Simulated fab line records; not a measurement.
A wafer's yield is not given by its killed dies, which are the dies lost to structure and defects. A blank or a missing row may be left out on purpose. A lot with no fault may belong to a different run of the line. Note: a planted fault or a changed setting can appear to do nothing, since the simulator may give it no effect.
Comparing a struck lot with a sound one ; flow nandHarc ; 13 steps out of a route of 1302
Sound: these wafers, L529.1, L529.3, L529.4. The struck wafers were L539.1, L539.3, L539.6. The cause comes at the end.
Per side, at each step with rows, come the tool, then ch with its chambers, and then its first start. Under that, the readings that differ: sound wafers ; struck wafers ; difference of the means ; sigmas: that difference in standard deviations of wafers without a fault.
alike: a reading whose means differ by less than 2 such deviations, as well as words and numbers matching on both sides. not compared: withheld readings; readings where some wafer has no value; bounds like >300 that might hide an equal value; numbers whose values overlap and for which the record gives no deviation.
The two part at a step that has a row with sigmas, a row that says differs or no value, or rows on one side only. When numbers do not overlap yet have no deviation, they are printed without sigmas and do not part them. A reading that every wafer of one side lacks parts them only if that side has two wafers or more.

first, 1 step without rows for these wafers: NHARC_A_CHANNEL_FILL_D1_ALD_15 (deposits SiNx, target thk 2 nm, pulse time 60 s, ald cycles 19).
NHARC_A_CHANNEL_FILL_D1_ALD_16: deposits SiO2, target thk 1.5 nm, pulse time 10 s, ald cycles 15.
  sound on aldHk-03 ch 1,2,3, day 11 10:01; struck on aldHk-04 ch 0,1,3, day 15 19:46
  alike: heaterPowerOuterW, heaterPowerW, precursorPulseHeightRel
then, 2 steps without rows for these wafers: NHARC_A_CHANNEL_FILL_D1_ANNEAL_17 (time 1800 s); NHARC_A_CHANNEL_FILL_D1_CVD_18 (deposits poly-Si, target thk 3 nm).
NHARC_A_CHANNEL_FILL_D1_ETCHBACK_19: etches the open film in HBr/Cl2, target depth 5 nm, time 1.7 s.
  sound on rieSi-06 ch 0,2,3, day 11 22:24; struck on rieSi-06 ch 0,1,3, day 16 07:44
  alike: drypumpMotorCurrentA, oesProductAu, rfFwdPowerW, throttleValvePct
  not compared: rfHoursCounterH
NHARC_A_CHANNEL_FILL_D1_ETCHBACK_20: etches the open film in C4F8/O2/Ar, target depth 27 nm, time 13.5 s.
  sound on rieDiel-05 ch 0,1,2, day 11 22:32; struck on rieDiel-06 ch 0,1,2, day 16 07:52
  alike: oesProductAu, rfFwdPowerW, rfVppV
  not compared: rfHoursCounterH
NHARC_A_CHANNEL_FILL_D1_STRIP_28: strips in O2, time 20 s.
  sound on rieDiel-05 ch 0,1,2, day 11 23:06; struck on rieDiel-06 ch 0,1,3, day 16 07:56
  alike: drypumpMotorCurrentA, oesProductAu, rfVppV, showerheadPlenumPTorr, throttleValvePct
  not compared: rfHoursCounterH
then, 4 steps without rows for these wafers: NHARC_A_CHANNEL_FILL_D1_PRECLEAN_21 (cleans in dHF, time 30 s); NHARC_A_CHANNEL_FILL_D1_SRD_23; NHARC_A_CHANNEL_FILL_D1_CVD_05 (deposits poly-Si, target thk 5 nm); NHARC_A_CHANNEL_FILL_D1_ANNEAL_22 (time 7200 s).
NHARC_A_CHANNEL_FILL_D1_ALD_25: deposits SiOx, target thk 60 nm, pulse time 10 s, ald cycles 600.
  sound on aldHk-03 ch 1,2,3, day 12 10:58; struck on aldHk-03 ch 0,1, day 16 20:30
  no value came back on the struck wafers for aldCycles, heaterPowerOuterW (W), heaterPowerW (W), precursorPulseHeightRel; on the sound wafers aldCycles reads 600 600 600
NHARC_A_CHANNEL_FILL_D1_ETCHBACK_08: etches the open film in C4F8, target depth 220 nm, time 110 s.
  sound: rieDiel-06 ch 0,1,3; struck: rieDiel-06 ch 1,3
  alike: oesProductAu, rfFwdPowerW, rfVppV
  not compared: rfHoursCounterH

## WHERE THEY PART
NHARC_A_CHANNEL_FILL_D1_ALD_25 only, going by this record. Later steps at which nothing parts them and some readings are alike: NHARC_A_CHANNEL_FILL_D1_ETCHBACK_08.

WHY: the cause the simulator had injected
At NHARC_A_CHANNEL_FILL_D1_ALD_25, the step was skipped entirely on aldHk-03 from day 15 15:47 on. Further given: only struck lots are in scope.
